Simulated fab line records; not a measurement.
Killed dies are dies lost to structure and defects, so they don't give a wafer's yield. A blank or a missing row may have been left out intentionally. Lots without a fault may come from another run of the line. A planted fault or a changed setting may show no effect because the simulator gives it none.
The tool behind it: which one? | flow n5Finfet | 31 wafers from 11 lots sampled at 5 of the route's 1938 steps

## WHAT THE GAUGES SHOWED, per wafer
No reading from a measuring or inspecting step in the record can be judged against a usual standard deviation.

## EACH LOT AND THE TOOL THAT RAN IT (in order: tool; ch and the chambers of the sampled wafers; start)
lot  | N5_BEOL_M9_STRIP_36               | N5_BEOL_M9_ECD_50             | N5_BEOL_M9_CMP_52             | N5_BEOL_M10_CURE_71          | N5_BEOL_M10_HM_DEP_02
L359 | rieDiel-02 ch 0,2, day 11 06:50   | ecdCu-01 ch 1, day 11 11:22   | cmp-01 ch 1,2,3, day 11 12:45 | uvCure-03 ch 1, day 11 13:19 | pvdSputter-03, day 11 14:48
L361 | rieDiel-06 ch 0,1, day 11 12:02   | ecdCu-01 ch 0,1, day 11 15:11 | cmp-03 ch 0,2, day 11 15:35   | uvCure-02 ch 2, day 11 16:21 | pvdSputter-01, day 11 19:11
L360 | rieDiel-02 ch 0,3, day 11 14:20   | ecdCu-01 ch 0,1, day 11 16:18 | cmp-03 ch 2,3, day 11 17:07   | uvCure-02 ch 2, day 11 17:43 | pvdSputter-01, day 11 19:23
L363 | rieDiel-05 ch 0,3, day 12 09:50   | ecdCu-02 ch 0,1, day 12 12:33 | cmp-02 ch 1,2, day 12 12:58   | uvCure-03 ch 1, day 12 13:34 | pvdSputter-03, day 12 15:19
L365 | rieDiel-06 ch 1,3, day 12 15:03   | ecdCu-01 ch 0,1, day 12 18:39 | cmp-03 ch 0,2, day 12 19:35   | uvCure-01 ch 1, day 12 20:16 | pvdSputter-01, day 12 20:47
L366 | rieDiel-02 ch 0,1,2, day 12 15:19 | ecdCu-02 ch 0,1, day 12 19:22 | cmp-03 ch 2,3, day 12 19:52   | uvCure-02 ch 0, day 12 20:28 | pvdSputter-02, day 12 21:05
L364 | rieDiel-06 ch 1,2,3, day 12 18:22 | ecdCu-02 ch 0,1, day 12 21:37 | cmp-03 ch 0,1,3, day 12 22:25 | uvCure-02 ch 0, day 12 23:25 | pvdSputter-03, day 13 02:32
L368 | rieDiel-05 ch 1,2, day 13 12:19   | ecdCu-02 ch 0, day 13 13:51   | cmp-03 ch 0,2,3, day 13 14:16 | uvCure-02 ch 1, day 13 14:52 | pvdSputter-03, day 13 16:40
L374 | rieDiel-02 ch 2,3, day 14 10:26   | ecdCu-01 ch 0,1, day 14 13:25 | cmp-01 ch 1,2, day 14 13:52   | uvCure-01 ch 1, day 14 14:34 | pvdSputter-02, day 14 16:17
L372 | rieDiel-02 ch 0,2, day 14 13:21   | ecdCu-02 ch 0,1, day 14 15:46 | cmp-02 ch 2,3, day 14 16:29   | uvCure-02 ch 0, day 14 17:17 | pvdSputter-02, day 14 19:25
L375 | rieDiel-02 ch 1,2, day 15 07:52   | ecdCu-02 ch 0,1, day 15 10:11 | cmp-03 ch 0,3, day 15 10:35   | uvCure-01 ch 1, day 15 11:13 | pvdSputter-03, day 15 15:03
- N5_BEOL_M9_STRIP_36: strips in N2/H2.
- N5_BEOL_M9_ECD_50: material Cu, target thk 318 nm.
- N5_BEOL_M9_CMP_52: polishes, stops on SiCOH lowk, t overpolish 7 s, target thk 140 nm.
- N5_BEOL_M10_CURE_71: cures SiCOH lowk, time 240 s.
- N5_BEOL_M10_HM_DEP_02: deposits TiN, target thk 20 nm.

## WHAT THE TOOLS THEMSELVES READ (means of the sampled wafers that have a number; where no wafer has one, the mark that the record gives instead)
N5_BEOL_M9_STRIP_36. Usual: drypumpMotorCurrentA 5.7 A, standard deviation 0.56; oesProductAu 0.79 a.u., standard deviation 0.065; powerW 450.1 W, standard deviation 1.4; rfVppV 59.1 V, standard deviation 1.4; showerheadPlenumPTorr 2.53 Torr, standard deviation 0.082; throttleValvePct 23.49 %, standard deviation 0.24.
lot  | tool       | drypumpMotorCurrentA (A) | oesProductAu (a.u.) | powerW (W) | rfVppV (V) | showerheadPlenumPTorr (Torr) | throttleValvePct (%) | flag
L359 | rieDiel-02 | 6.0                      | 0.79                | 450.3      | 60.0       | 2.56                         | 23.47                | 
L361 | rieDiel-06 | 5.9                      | 0.72                | 450.0      | 59.0       | 2.49                         | 23.62                | 
L360 | rieDiel-02 | 5.1                      | 0.81                | 451.9      | 59.9       | 2.49                         | 23.22                | 
L363 | rieDiel-05 | 5.3                      | 0.74                | 450.0      | 58.2       | 2.64                         | 23.29                | 
L365 | rieDiel-06 | 5.4                      | 0.78                | 449.5      | 58.2       | 2.45                         | 23.62                | 
L366 | rieDiel-02 | 6.1                      | 0.81                | 450.6      | 59.2       | 2.60                         | 23.49                | 
L364 | rieDiel-06 | 5.9                      | 0.84                | 448.3      | 57.0       | 2.46                         | 23.60                | 
L368 | rieDiel-05 | 5.5                      | 0.82                | 449.2      | 58.5       | 2.48                         | 23.42                | 
L374 | rieDiel-02 | 5.6                      | 0.78                | 451.3      | 58.9       | 2.52                         | 23.56                | 
L372 | rieDiel-02 | 5.9                      | 0.77                | 450.1      | 58.9       | 2.55                         | 23.39                | 
L375 | rieDiel-02 | 6.2                      | 0.79                | 450.4      | 58.3       | 2.62                         | 23.73                | 

N5_BEOL_M9_CMP_52. Usual: motorCurrentA 6.0 A, standard deviation 0.59; timeToEndpointS 67.0 s, standard deviation 2.5.
lot  | tool   | motorCurrentA (A) | timeToEndpointS (s) | flag
L359 | cmp-01 | 5.4               | 65.4                | 
L361 | cmp-03 | 5.7               | 68.3                | 
L360 | cmp-03 | 6.0               | 71.7                | 
L363 | cmp-02 | 6.0               | 67.6                | 
L365 | cmp-03 | 5.8               | 63.4                | 
L366 | cmp-03 | 6.1               | 67.7                | 
L364 | cmp-03 | 6.6               | 66.3                | 
L368 | cmp-03 | 6.1               | 66.8                | 
L374 | cmp-01 | 5.6               | 69.4                | 
L372 | cmp-02 | 6.1               | 51.1                | OFF
L375 | cmp-03 | 6.5               | 31.6                | OFF

N5_BEOL_M10_CURE_71. Usual: lampPowerPct 52.32 %, standard deviation 0.054; wafer_temp_C_max 386.5, standard deviation 0.4.
lot  | tool      | lampPowerPct (%) | wafer_temp_C_max | flag
L359 | uvCure-03 | 52.31            | 386.2            | 
L361 | uvCure-02 | 52.27            | 386.9            | 
L360 | uvCure-02 | 52.34            | 386.9            | 
L363 | uvCure-03 | 52.28            | 386.4            | 
L365 | uvCure-01 | 52.31            | 386.7            | 
L366 | uvCure-02 | 52.30            | 386.7            | 
L364 | uvCure-02 | 52.31            | 386.0            | 
L368 | uvCure-02 | 52.31            | 386.4            | 
L374 | uvCure-01 | 52.31            | 386.3            | 
L372 | uvCure-02 | 52.38            | 386.4            | 
L375 | uvCure-01 | 52.34            | 386.4            | 

N5_BEOL_M10_HM_DEP_02. Usual: 30.4 % for throttleValvePct, sd 0.64.
lot  | tool          | throttleValvePct (%) | flag
L359 | pvdSputter-03 | 30.4                 | 
L361 | pvdSputter-01 | 30.7                 | 
L360 | pvdSputter-01 | 31.2                 | 
L363 | pvdSputter-03 | 30.2                 | 
L365 | pvdSputter-01 | 31.5                 | 
L366 | pvdSputter-02 | 30.6                 | 
L364 | pvdSputter-03 | 30.0                 | 
L368 | pvdSputter-03 | 30.2                 | 
L374 | pvdSputter-02 | 30.0                 | 
L372 | pvdSputter-02 | 30.5                 | 
L375 | pvdSputter-03 | 29.9                 | 

## THE ANSWER, worked out from the rows above alone
Rule: take the mean of a lot's wafers that have a number; if it is more than 3 standard deviations from the usual mean, the lot is off. A lot without any number at a reading at which 4 lots or more have one is off too. All remaining lots with rows at the step are treated as sound. The gauges are gone through in route order, then the tools' own readings, and for those a lot's mean is taken as printed above. At the first step where some lot is off, the reading lying furthest off is the one used; lots without a number count as furthest.
Off: L372, L375 (N5_BEOL_M9_CMP_52, timeToEndpointS).
A tool fits if, at that step or a process step before it, it ran every lot that is off, and no sound lot after the first of them. This does not decide it: 2 tools fit, namely rieDiel-02 at N5_BEOL_M9_STRIP_36 and ecdCu-02 at N5_BEOL_M9_ECD_50.

## WHAT THE SIMULATOR HAD PUT IN
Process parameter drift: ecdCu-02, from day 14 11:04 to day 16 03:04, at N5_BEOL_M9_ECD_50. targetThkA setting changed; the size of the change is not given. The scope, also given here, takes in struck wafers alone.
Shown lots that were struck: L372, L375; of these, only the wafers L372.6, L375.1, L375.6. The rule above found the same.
